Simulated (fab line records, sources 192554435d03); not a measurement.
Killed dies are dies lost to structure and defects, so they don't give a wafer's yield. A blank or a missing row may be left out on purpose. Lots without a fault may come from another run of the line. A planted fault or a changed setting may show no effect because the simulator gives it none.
Which tool did it? | flow n5_finfet | 12 lots, 34 wafers sampled, at 4 steps of a route of 1938

WHAT THE GAUGES READ, wafer by wafer
N5_BEOL_M15_THK_MEAS_50: measures by xrf. Usual: M15_THK 851 nm, standard deviation 16.
lot  | measured     | on            | M15_THK (nm) | flag
L957 | day 12 20:43 | film_metro-02 | 844 836 849  |
L961 | day 13 00:19 | film_metro-02 | 860 844 854  |
L959 | day 13 14:19 | film_metro-02 | 866 868 856  |
L962 | day 13 14:51 | film_metro-02 | 847 837 853  |
L965 | day 14 08:27 | film_metro-02 | 861 837 853  |
L966 | day 14 09:05 | film_metro-02 | 839 848      |
L968 | day 14 10:10 | film_metro-02 | 842 849      |
L967 | day 14 16:10 | film_metro-01 | 869 844 839  |
L969 | day 15 16:24 | film_metro-01 | 877 853 878  |
L974 | day 16 21:41 | film_metro-02 | 857 854 820  |
L978 | day 17 12:48 | film_metro-01 | 830 853 869  |
L979 | day 17 15:43 | film_metro-02 | 841 880 884  |

N5_MIM_BOT_LITHO_OVL_MEAS_11. Usual: MIM_BOT_OVL 1 nm, standard deviation 4.5.
lot  | measured     | on         | MIM_BOT_OVL (nm) | flag
L957 | day 13 01:46 | overlay-01 | 0 -4 -5          |
L961 | day 13 06:26 | overlay-01 | 3 -2 -2          |
L959 | day 13 19:38 | overlay-02 | -2 -3 0          |
L962 | day 13 19:41 | overlay-01 | 1 1 0            |
L965 | day 14 13:05 | overlay-01 | 3 0 2            |
L966 | day 14 13:20 | overlay-01 | 4 5              |
L968 | day 14 15:36 | overlay-01 | 2 3              |
L967 | day 14 21:01 | overlay-01 | 2 3 -2           |
L969 | day 15 22:25 | overlay-01 | 1 1 -3           |
L974 | day 17 02:56 | overlay-01 | -5 -5 -8         |
L978 | day 17 18:39 | overlay-01 | 3 10 6           |
L979 | day 17 20:26 | overlay-02 | -4 4 2           |

WHICH TOOL RAN EACH LOT (tool, then ch and the chambers of the sampled wafers, then the start)
lot  | N5_BEOL_M15_PRE_CLEAN_42     | N5_MIM_TOP_ETCH_ETCH_00
L957 | pvd_sputter-01, day 12 17:38 | rie_metal-03 ch 0,1, day 13 01:02
L961 | pvd_sputter-02, day 12 22:56 | rie_metal-01 ch 0,1, day 13 05:43
L959 | pvd_sputter-03, day 13 13:10 | rie_metal-03 ch 0,1, day 13 18:55
L962 | pvd_sputter-01, day 13 13:23 | rie_metal-02 ch 0,1, day 13 18:59
L965 | pvd_sputter-02, day 14 07:18 | rie_metal-02 ch 0,1, day 14 12:28
L966 | pvd_sputter-01, day 14 07:32 | rie_metal-01 ch 0,1, day 14 12:36
L968 | pvd_sputter-03, day 14 07:55 | rie_metal-01 ch 0, day 14 14:53
L967 | pvd_sputter-02, day 14 15:01 | rie_metal-01 ch 0,1, day 14 20:26
L969 | pvd_sputter-02, day 15 14:15 | rie_metal-01 ch 0,1, day 15 21:42
L974 | pvd_sputter-03, day 16 20:32 | rie_metal-02 ch 1, day 17 02:13
L978 | pvd_sputter-01, day 17 11:39 | rie_metal-03 ch 0,1, day 17 17:56
L979 | pvd_sputter-01, day 17 14:28 | rie_metal-02 ch 0,1, day 17 19:41
- N5_BEOL_M15_PRE_CLEAN_42: time 30 s.
- N5_MIM_TOP_ETCH_ETCH_00: etches TiN in Cl2/BCl3, target depth 38.5 nm.

WHAT THE TOOLS THEMSELVES READ (means of the sampled wafers that have a number; where no wafer has one, the mark that the record gives instead)
N5_BEOL_M15_PRE_CLEAN_42. Usual: heater_power_w 458 W, standard deviation 46.
lot  | tool           | heater_power_w (W) | flag
L957 | pvd_sputter-01 | 487                |
L961 | pvd_sputter-02 | 428                |
L959 | pvd_sputter-03 | 443                |
L962 | pvd_sputter-01 | 422                |
L965 | pvd_sputter-02 | 448                |
L966 | pvd_sputter-01 | 424                |
L968 | pvd_sputter-03 | 434                |
L967 | pvd_sputter-02 | 450                |
L969 | pvd_sputter-02 | 443                |
L974 | pvd_sputter-03 | 462                |
L978 | pvd_sputter-01 | 476                |
L979 | pvd_sputter-01 | 477                |

N5_MIM_TOP_ETCH_ETCH_00. Usual: bias_w 126.1 W, standard deviation 0.33; chamber_pressure_mTorr 9.999 mTorr, standard deviation 0.0095; drypump_motor_current_A 5.6 A, standard deviation 0.47; oes_product_au 0.78 a.u., standard deviation 0.081; rf_fwd_power_W 994 W, standard deviation 3.3; throttle_valve_pct 22.64 %, standard deviation 0.25.
lot  | tool         | bias_w (W) | chamber_pressure_mTorr (mTorr) | drypump_motor_current_A (A) | oes_product_au (a.u.) | rf_fwd_power_W (W) | throttle_valve_pct (%) | flag
L957 | rie_metal-03 | 126.2      | 10.000                         | 5.5                         | 0.69                  | 992                | 22.37                  |
L961 | rie_metal-01 | 126.1      | 9.996                          | 5.2                         | 0.84                  | 998                | 22.68                  |
L959 | rie_metal-03 | 126.2      | 9.989                          | 5.5                         | 0.69                  | 996                | 22.36                  |
L962 | rie_metal-02 | 126.2      | 10.011                         | 5.9                         | 0.84                  | 992                | 22.92                  |
L965 | rie_metal-02 | 126.3      | 9.996                          | 5.9                         | 0.83                  | 991                | 22.91                  |
L966 | rie_metal-01 | 125.8      | 10.000                         | 5.4                         | 0.83                  | 995                | 22.65                  |
L968 | rie_metal-01 | 125.8      | 9.998                          | 5.0                         | 0.82                  | 996                | 22.76                  |
L967 | rie_metal-01 | 136.5      | 9.996                          | 5.5                         | 0.85                  | 995                | 22.62                  | OFF
L969 | rie_metal-01 | 136.3      | 9.999                          | 5.5                         | 0.84                  | 999                | 22.62                  | OFF
L974 | rie_metal-02 | 126.2      | 10.002                         | 6.6                         | 0.87                  | 995                | 22.55                  |
L978 | rie_metal-03 | 125.6      | 9.994                          | 5.5                         | 0.67                  | 995                | 22.40                  |
L979 | rie_metal-02 | 126.1      | 10.000                         | 6.2                         | 0.84                  | 995                | 22.75                  |

THE ANSWER, worked out from the rows above alone
Rule: a lot is off if the mean of its wafers that have a number lies more than 3 standard deviations from the usual mean. A lot without any number at a reading at which 4 lots or more have one is off too. The other lots that the step has rows for count as sound. The gauges are gone through in route order, then the tools' own readings, and for those a lot's mean is taken as printed above. The first step at which some lot is off is used, and at that step the reading that is off furthest; a lot without a number counts as furthest.
Off: L967, L969, at N5_MIM_TOP_ETCH_ETCH_00 (bias_w).
A tool fits if, at that step or a process step before it, it ran every lot that is off, and no sound lot after the first of them. Can't be told from this: 2 tools fit, pvd_sputter-02 at N5_BEOL_M15_PRE_CLEAN_42, rie_metal-01 at N5_MIM_TOP_ETCH_ETCH_00.

WHAT THE SIMULATOR HAD PUT IN
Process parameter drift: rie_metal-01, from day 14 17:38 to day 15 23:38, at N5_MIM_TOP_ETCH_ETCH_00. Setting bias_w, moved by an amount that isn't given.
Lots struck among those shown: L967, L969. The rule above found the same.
